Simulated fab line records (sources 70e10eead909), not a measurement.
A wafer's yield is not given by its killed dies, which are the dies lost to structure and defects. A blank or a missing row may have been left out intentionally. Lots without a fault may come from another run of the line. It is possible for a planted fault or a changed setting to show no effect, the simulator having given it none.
Which tool did it? | flow nand-harc | 12 lots, 35 wafers sampled, at 4 steps of a route of 1159

## WHAT THE GAUGES READ, wafer by wafer
No reading from a measuring or inspecting step in the record can be judged against a usual standard deviation.

## TOOL THAT RAN EACH LOT (tool first, then ch and the chambers of the sampled wafers, then the start)
lot  | NHARC_A_SLIT_DEP_25             | NHARC_A_SLIT_SOFTBAKE_04          | NHARC_A_SLIT_DESCUM_14             | NHARC_A_SLIT_ETCH_29
L545 | pecvd-02 ch 0,1,2, day 14 11:27 | litho-track-01 ch 0, day 14 14:00 | rie-diel-07 ch 2,3, day 14 15:25   | rie-diel-10 ch 0,2,3, day 14 18:19
L547 | pecvd-01 ch 0,1,2, day 14 23:49 | litho-track-01 ch 0, day 15 02:00 | rie-diel-07 ch 0,3, day 15 03:14   | rie-diel-09 ch 0,3, day 15 06:07
L549 | pecvd-02 ch 0,2, day 16 00:46   | litho-track-06 ch 0, day 16 06:00 | rie-diel-07 ch 0,2,3, day 16 07:19 | rie-diel-10 ch 0,3, day 16 10:09
L550 | pecvd-01 ch 0,1,2, day 16 00:59 | litho-track-06 ch 0, day 16 07:00 | rie-diel-09 ch 2,3, day 16 12:20   | rie-diel-07 ch 2,3, day 16 15:51
L551 | pecvd-03 ch 0,1,2, day 16 10:07 | litho-track-01 ch 0, day 16 14:00 | rie-diel-10 ch 0,1,3, day 16 15:08 | rie-diel-07 ch 0,1, day 16 18:01
L554 | pecvd-02 ch 0,2, day 17 02:04   | litho-track-04 ch 0, day 17 04:00 | rie-diel-09 ch 0,1, day 17 05:27   | rie-diel-10 ch 0,2, day 17 11:54
L555 | pecvd-01 ch 0,1,2, day 17 09:56 | litho-track-06 ch 0, day 17 13:00 | rie-diel-10 ch 1,2,3, day 17 13:54 | rie-diel-10 ch 1,2, day 17 17:59
L559 | pecvd-01 ch 0,1,2, day 18 03:40 | litho-track-04 ch 0, day 18 07:00 | rie-diel-09 ch 1,2,3, day 18 07:57 | rie-diel-10 ch 0,1,2, day 18 11:40
L563 | pecvd-03 ch 0,2, day 18 18:45   | litho-track-01 ch 0, day 18 21:00 | rie-diel-10 ch 1,2, day 18 21:51   | rie-diel-07 ch 1, day 19 00:41
L562 | pecvd-03 ch 0,1,2, day 18 18:55 | litho-track-01 ch 0, day 18 22:00 | rie-diel-07 ch 1,2,3, day 18 23:35 | rie-diel-10 ch 0,1,3, day 19 02:27
L564 | pecvd-01 ch 0,1, day 19 23:38   | litho-track-06 ch 0, day 20 02:00 | rie-diel-10 ch 0,2,3, day 20 02:48 | rie-diel-10 ch 1,2,3, day 20 07:24
L566 | pecvd-03 ch 0,1, day 19 23:43   | litho-track-04 ch 0, day 20 02:00 | rie-diel-10 ch 0,2,3, day 20 02:58 | rie-diel-07 ch 1,2,3, day 20 07:55
- NHARC_A_SLIT_DEP_25: deposits SiO2, target thk 200 nm.
- NHARC_A_SLIT_SOFTBAKE_04: time 55 s.
- NHARC_A_SLIT_DESCUM_14: chemistry O2, time 3 s.
- NHARC_A_SLIT_ETCH_29: etches the open film in CF4/O2, target depth 100 nm, overetch 10 nm, time 55 s.

## WHAT THE TOOLS THEMSELVES READ (means of the sampled wafers that have a number; where no wafer has one, the mark that the record gives instead)
NHARC_A_SLIT_DEP_25.
lot  | tool     | heater-power-w (W) | susceptor-temp-C (C) | throttle-valve-pct (%)
L545 | pecvd-02 | 670                | 400.02               | 16.5
L547 | pecvd-01 | 593                | 399.93               | 16.3
L549 | pecvd-02 | 608                | 400.30               | 15.7
L550 | pecvd-01 | 540                | 399.89               | 16.1
L551 | pecvd-03 | 535                | 400.09               | 16.1
L554 | pecvd-02 | 650                | 399.92               | 15.9
L555 | pecvd-01 | 561                | 399.86               | 16.2
L559 | pecvd-01 | 611                | 400.19               | 16.1
L563 | pecvd-03 | 518                | 400.17               | 16.2
L562 | pecvd-03 | 575                | 399.94               | 16.1
L564 | pecvd-01 | 551                | 400.13               | 16.4
L566 | pecvd-03 | 475                | 400.06               | 16.0

NHARC_A_SLIT_SOFTBAKE_04.
lot  | tool           | heater-power-total-W (W)
L545 | litho-track-01 | 188.51
L547 | litho-track-01 | 188.64
L549 | litho-track-06 | 188.69
L550 | litho-track-06 | 188.38
L551 | litho-track-01 | 188.38
L554 | litho-track-04 | 188.42
L555 | litho-track-06 | 188.39
L559 | litho-track-04 | 188.46
L563 | litho-track-01 | 190.85
L562 | litho-track-01 | 189.95
L564 | litho-track-06 | 188.32
L566 | litho-track-04 | 188.49

NHARC_A_SLIT_DESCUM_14.
lot  | tool        | drypump-motor-current-A (A) | oes-product-au (a.u.) | rf-vpp-V (V) | showerhead-plenum-p-Torr (Torr) | throttle-valve-pct (%)
L545 | rie-diel-07 | 6.2                         | 1.003                 | 57.0         | 1.87                            | 11.312
L547 | rie-diel-07 | 6.1                         | 1.008                 | 57.2         | 1.85                            | 11.314
L549 | rie-diel-07 | 5.9                         | 1.000                 | 58.3         | 1.87                            | 11.319
L550 | rie-diel-09 | 6.2                         | 0.993                 | 57.3         | 1.95                            | 11.315
L551 | rie-diel-10 | 5.7                         | 1.004                 | 57.4         | 1.84                            | 11.313
L554 | rie-diel-09 | 6.0                         | 0.992                 | 58.2         | 1.85                            | 11.313
L555 | rie-diel-10 | 5.9                         | 0.997                 | 56.9         | 1.85                            | 11.307
L559 | rie-diel-09 | 6.2                         | 0.993                 | 58.5         | 1.90                            | 11.315
L563 | rie-diel-10 | 5.8                         | 1.002                 | 57.1         | 1.88                            | 11.319
L562 | rie-diel-07 | 5.8                         | 1.005                 | 58.4         | 1.88                            | 11.311
L564 | rie-diel-10 | 5.8                         | 0.998                 | 57.5         | 1.84                            | 11.308
L566 | rie-diel-10 | 5.8                         | 1.000                 | 57.9         | 1.84                            | 11.311

NHARC_A_SLIT_ETCH_29.
lot  | tool        | drypump-motor-current-A (A) | oes-product-au (a.u.) | rf-vpp-V (V) | showerhead-plenum-p-Torr (Torr) | throttle-valve-pct (%)
L545 | rie-diel-10 | 5.8                         | 0.989                 | 197.0        | 1.284                           | 13.390
L547 | rie-diel-09 | 6.1                         | 0.993                 | 197.8        | 1.317                           | 13.404
L549 | rie-diel-10 | 5.6                         | 1.005                 | 196.8        | 1.276                           | 13.405
L550 | rie-diel-07 | 5.7                         | 1.008                 | 197.8        | 1.319                           | 13.406
L551 | rie-diel-07 | 5.7                         | 0.998                 | 197.4        | 1.305                           | 13.398
L554 | rie-diel-10 | 5.6                         | 1.006                 | 197.1        | 1.295                           | 13.399
L555 | rie-diel-10 | 5.7                         | 1.008                 | 196.9        | 1.309                           | 13.396
L559 | rie-diel-10 | 5.6                         | 1.010                 | 197.0        | 1.301                           | 13.394
L563 | rie-diel-07 | 5.7                         | 0.997                 | 197.7        | 1.327                           | 13.405
L562 | rie-diel-10 | 5.7                         | 0.993                 | 197.7        | 1.282                           | 13.399
L564 | rie-diel-10 | 5.9                         | 0.999                 | 196.6        | 1.289                           | 13.392
L566 | rie-diel-07 | 5.8                         | 1.009                 | 197.7        | 1.315                           | 13.390

## THE ANSWER, worked out from the rows above alone
Rule: the lots themselves supply what counts as usual. Put in order of their means at a reading, lots are off if they are a third of the lots or fewer, leave a main group of 4 or more, and stand apart from it by a gap of 3 or more times the standard deviation of the main group's means; of several such gaps the widest counts. A main group whose means are all the same, to the digits that the tables above print for the reading, isn't used. Also off: a lot with no number at a reading for which 4 or more lots have one. The other lots that the step has rows for count as sound. After the gauges, taken in route order, come the tools' own readings; for these a lot's mean is taken, as printed above. The first step at which some lot is off is used, and at that step the reading that is off furthest; a lot without a number counts as furthest.
Off: L563, L562, at NHARC_A_SLIT_SOFTBAKE_04 (heater-power-total-W). For the main group the mean is 188.47 W and the standard deviation 0.11.
A tool fits if, at that step or a process step before it, it ran every lot that is off, and no sound lot after the first of them. One fits: litho-track-01 at NHARC_A_SLIT_SOFTBAKE_04. A fault onset in the window from L551 (day 16 14:00, its last sound lot) to L563 (day 18 21:00, its first lot off) fits.
On the lots that are off, the tool's own readings at NHARC_A_SLIT_SOFTBAKE_04 differ by more than 5 times the standard deviation of the sound lots' means, which bears it out; heater-power-total-W reads 190.40 W there versus 188.47 W on the sound lots.

## WHAT THE SIMULATOR PUT IN
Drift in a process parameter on litho-track-01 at NHARC_A_SLIT_SOFTBAKE_04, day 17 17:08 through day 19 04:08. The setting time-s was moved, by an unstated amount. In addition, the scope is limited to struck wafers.
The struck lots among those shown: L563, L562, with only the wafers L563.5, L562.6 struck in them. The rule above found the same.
